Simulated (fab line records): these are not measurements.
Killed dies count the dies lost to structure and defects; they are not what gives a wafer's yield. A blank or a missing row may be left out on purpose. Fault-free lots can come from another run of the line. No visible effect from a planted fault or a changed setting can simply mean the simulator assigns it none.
Tool commonality check | flow nandHarc | 12 lots, 36 wafers sampled

== REASON IT WAS OPENED ==
Flagged at NHARC_END_SORT_01: reading killedAtPeriphery, on 2 of 12 lots. Fault-free wafers read 3.0, with a standard deviation of 2.3.
Rule: a lot is flagged when every wafer of it that has a number lies more than 4 standard deviations from that mean, or none has a number. The rest of the lots are taken to be sound.

lot  | measured     | on        | killedAtPeriphery, wafer by wafer | flag
L286 | day 19 13:35 | prober-01 | 5 2 3                             | 
L285 | day 19 21:23 | prober-02 | 2 1 1                             | 
L283 | day 20 06:02 | prober-01 | 2 3 1                             | 
L288 | day 21 20:56 | prober-02 | 0 4 1                             | 
L291 | day 22 04:41 | prober-01 | 1 2 0                             | 
L292 | day 22 13:14 | prober-02 | 3 5 5                             | 
L298 | day 23 05:47 | prober-02 | 4 2 4                             | 
L296 | day 23 07:27 | prober-01 | 643 647 635                       | FLAGGED
L295 | day 23 15:14 | prober-01 | 645 645 645                       | FLAGGED
L302 | day 24 07:20 | prober-01 | 4 1 1                             | 
L304 | day 24 23:37 | prober-02 | 2 0 3                             | 
L303 | day 25 07:42 | prober-01 | 4 6 4                             | 
Flagged lots average 643.3: +640.3 relative to the usual, that is +99 or more standard deviations.

== WHICH TOOL EACH LOT WENT THROUGH ==
The record holds 4 process steps before the reading, out of a route of 1159 steps. Cell contents, in order: the tool; ch with the chambers the sampled wafers went through; the start.
lot  | flag    | NHARC_P_M0_ETCH_15                          | NHARC_P_M0_DEGAS_28         | NHARC_P_M0_DEP_32               | NHARC_P_M1_DEP_00
L286 |         | rieDiel-07 ch 0,2,3, day 7 00:58 or earlier | pvdSputter-02, day 7 00:58  | pecvd-03 ch 0,1,2, day 7 02:54  | pecvd-03 ch 0,1,2, day 7 03:17
L285 |         | rieDiel-07 ch 0,1,3, day 7 00:51 or earlier | pvdSputter-01, day 7 00:51  | pecvd-01 ch 0,2, day 7 02:40    | pecvd-02 ch 0,2, day 7 03:05
L283 |         | rieDiel-07 ch 0,2,3, day 6 16:04 or earlier | pvdSputter-02, day 6 16:04  | pecvd-03 ch 0,1,2, day 6 17:46  | pecvd-02 ch 0,1, day 6 18:14
L288 |         | rieDiel-11 ch 0,1, day 7 22:38 or earlier   | pvdSputter-02, day 7 22:38  | pecvd-02 ch 1,2, day 8 00:25    | pecvd-03 ch 0,2, day 8 00:48
L291 |         | rieDiel-11 ch 0,1,3, day 8 15:38 or earlier | pvdSputter-01, day 8 15:38  | pecvd-01 ch 1,2, day 8 18:09    | pecvd-02 ch 1,2, day 8 18:38
L292 |         | rieDiel-07 ch 0,3, day 9 00:29 or earlier   | pvdSputter-03, day 9 00:29  | pecvd-03 ch 1,2, day 9 02:15    | pecvd-02 ch 0,1,2, day 9 02:40
L298 |         | rieDiel-11 ch 1,2, day 9 22:32 or earlier   | pvdSputter-01, day 9 22:32  | pecvd-01 ch 0,1,2, day 10 00:22 | pecvd-03 ch 0,1,2, day 10 00:47
L296 | FLAGGED | rieDiel-11 ch 1,2,3, day 9 13:04 or earlier | pvdSputter-02, day 9 13:04  | pecvd-03 ch 1,2, day 9 15:13    | pecvd-02 ch 0,1,2, day 9 15:38
L295 | FLAGGED | rieDiel-07 ch 2,3, day 9 13:36 or earlier   | pvdSputter-01, day 9 13:36  | pecvd-01 ch 1,2, day 9 15:17    | pecvd-01 ch 0,1,2, day 9 15:44
L302 |         | rieDiel-11 ch 2,3, day 10 20:31 or earlier  | pvdSputter-03, day 10 20:31 | pecvd-02 ch 0,1, day 10 22:15   | pecvd-03 ch 0,1,2, day 10 22:53
L304 |         | rieDiel-11 ch 0,3, day 11 06:55 or earlier  | pvdSputter-02, day 11 06:55 | pecvd-03 ch 0,1, day 11 08:47   | pecvd-02 ch 0,1, day 11 09:23
L303 |         | rieDiel-11 ch 0,1, day 11 06:17 or earlier  | pvdSputter-02, day 11 06:17 | pecvd-03 ch 0,1,2, day 11 08:09 | pecvd-02 ch 0,1, day 11 08:42
These steps, and what they do:
- NHARC_P_M0_ETCH_15: etches the open film in C4F8/Ar, target depth 150 nm, overetch 15 nm, time 82.5 s.
- NHARC_P_M0_DEGAS_28: time 60 s.
- NHARC_P_M0_DEP_32: deposits SiCN, target thk 30 nm.
- NHARC_P_M1_DEP_00: deposits SiOC, target thk 182.5 nm.
- NHARC_END_SORT_01

== FLAGGED AGAINST TOTAL, ONE TOOL AT A TIME (gauges that did the reading follow at the end) ==
step                | tool          | lots run | flagged | share of the flagged lots | sound lots run after its first flagged lot
NHARC_P_M0_ETCH_15  | rieDiel-07    | 5        | 1       | some                      | 0
NHARC_P_M0_ETCH_15  | rieDiel-11    | 7        | 1       | some                      | 4 (L298,L302,L303,L304)
NHARC_P_M0_DEGAS_28 | pvdSputter-01 | 4        | 1       | some                      | 1 (L298)
NHARC_P_M0_DEGAS_28 | pvdSputter-02 | 6        | 1       | some                      | 2 (L303,L304)
NHARC_P_M0_DEGAS_28 | pvdSputter-03 | 2        | 0       | none                      | -
NHARC_P_M0_DEP_32   | pecvd-01      | 4        | 1       | some                      | 1 (L298)
NHARC_P_M0_DEP_32   | pecvd-02      | 2        | 0       | none                      | -
NHARC_P_M0_DEP_32   | pecvd-03      | 6        | 1       | some                      | 2 (L303,L304)
NHARC_P_M1_DEP_00   | pecvd-01      | 1        | 1       | some                      | 0
NHARC_P_M1_DEP_00   | pecvd-02      | 7        | 1       | some                      | 2 (L303,L304)
NHARC_P_M1_DEP_00   | pecvd-03      | 4        | 0       | none                      | -
NHARC_END_SORT_01   | prober-01     | 7        | 2       | all                       | 2 (L302,L303)
NHARC_END_SORT_01   | prober-02     | 5        | 0       | none                      | -
NHARC_P_M0_ETCH_15 gives no start for some lots, so the hours and the order of its lots are those of NHARC_P_M0_DEGAS_28.

== WHAT THE TABLE ALLOWS ==
All flagged lots share 1 row of the table, namely prober-01 at NHARC_END_SORT_01.
- prober-01 at NHARC_END_SORT_01: 2 of its 7 lots flagged. Sound lots followed the first flagged one (L302, L303) on it, something a lasting fault affecting the whole tool could not allow.
No row of the table ran every flagged lot and no sound lot after the first.

== WHAT THE SIMULATOR HAD INSERTED ==
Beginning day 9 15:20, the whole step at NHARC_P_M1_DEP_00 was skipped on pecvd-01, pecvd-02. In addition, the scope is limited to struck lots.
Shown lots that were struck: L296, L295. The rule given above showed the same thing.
